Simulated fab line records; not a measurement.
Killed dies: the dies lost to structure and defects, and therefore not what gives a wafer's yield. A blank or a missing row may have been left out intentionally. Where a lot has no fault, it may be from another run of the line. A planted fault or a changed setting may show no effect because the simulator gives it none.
Which tool is to blame?    flow nand-harc    7 lots, 20 wafers sampled, at 5 steps of a route of 1302

== WHAT THE GAUGES SHOWED, per wafer ==
NHARC_END_SORT_01.
lot    measured    on    killed-at-array

== WHICH TOOL RAN EACH LOT (tool, then ch and the chambers of the sampled wafers, then the start) ==
lot   NHARC_A_STAIRCASE_STRIP_175           NHARC_A_STAIRCASE_ETCH_192                     NHARC_A_STAIRCASE_TRIM_198                     NHARC_A_STAIRCASE_ETCH_203
L109  plasma-asher-01 ch 0,1, day 16 07:04  rie-diel-01 ch 0,2,3, day 16 10:38 or earlier  rie-diel-01 ch 0,2,3, day 16 10:38 or earlier  rie-diel-01 ch 0,2,3, day 16 10:38
L110  plasma-asher-02 ch 0,1, day 17 22:42  rie-diel-13 ch 1,2,3, day 18 06:29 or earlier  rie-diel-13 ch 0,1,2, day 18 06:29 or earlier  rie-diel-13 ch 0,1,2, day 18 06:29
L113  plasma-asher-01 ch 0,1, day 18 14:32  rie-diel-13 ch 1,2,3, day 18 19:04 or earlier  rie-diel-13 ch 0,3, day 18 19:04 or earlier    rie-diel-13 ch 0,1,3, day 18 19:04
L115  plasma-asher-01 ch 0,1, day 19 00:23  rie-diel-03 ch 1,3, day 19 03:46 or earlier    rie-diel-13 ch 1,2, day 19 03:46 or earlier    rie-diel-13 ch 2,3, day 19 03:46
L119  plasma-asher-02 ch 1, day 21 23:37    rie-diel-01 ch 3, day 22 03:10 or earlier      rie-diel-13 ch 2,3, day 22 03:10 or earlier    rie-diel-13 ch 3, day 22 03:10
L126  plasma-asher-02 ch 0,1, day 23 14:49  rie-diel-03 ch 0,1,2, day 23 18:39 or earlier  rie-diel-01 ch 2,3, day 23 18:39 or earlier    rie-diel-01 ch 1,2,3, day 23 18:39
L128  plasma-asher-01 ch 0,1, day 25 10:05  rie-diel-03 ch 0,1, day 25 13:41 or earlier    rie-diel-13 ch 0,2,3, day 25 13:41 or earlier  rie-diel-13 ch 2,3, day 25 13:41
- NHARC_A_STAIRCASE_STRIP_175: strips in O2.
- NHARC_A_STAIRCASE_ETCH_192: etches the open film in C4F8/O2, target depth 100 nm, time 40.5 s.
- NHARC_A_STAIRCASE_TRIM_198: chemistry O2, time 211.2 s.
- NHARC_A_STAIRCASE_ETCH_203: etches the open film in C4F8/O2, target depth 100 nm, time 40.5 s.

== THE ANSWER, worked out from the rows above alone ==
Rule: the lots themselves supply what counts as usual. The widest of any qualifying gaps counts: lots, ordered by their means at a reading, are off when they make up no more than a third of the lots, leave a main group of 4 or more, and stand apart from it by 3 or more times the standard deviation of that group's means. Not used: any main group whose means are identical at the precision the tables above print for the reading. Also off: a lot with no number at a reading for which 4 or more lots have one. The other lots that the step has rows for count as sound.
Across all readings shown, no lot is off: no conclusion can be drawn from this.

== WHAT THE SIMULATOR HAD INSERTED ==
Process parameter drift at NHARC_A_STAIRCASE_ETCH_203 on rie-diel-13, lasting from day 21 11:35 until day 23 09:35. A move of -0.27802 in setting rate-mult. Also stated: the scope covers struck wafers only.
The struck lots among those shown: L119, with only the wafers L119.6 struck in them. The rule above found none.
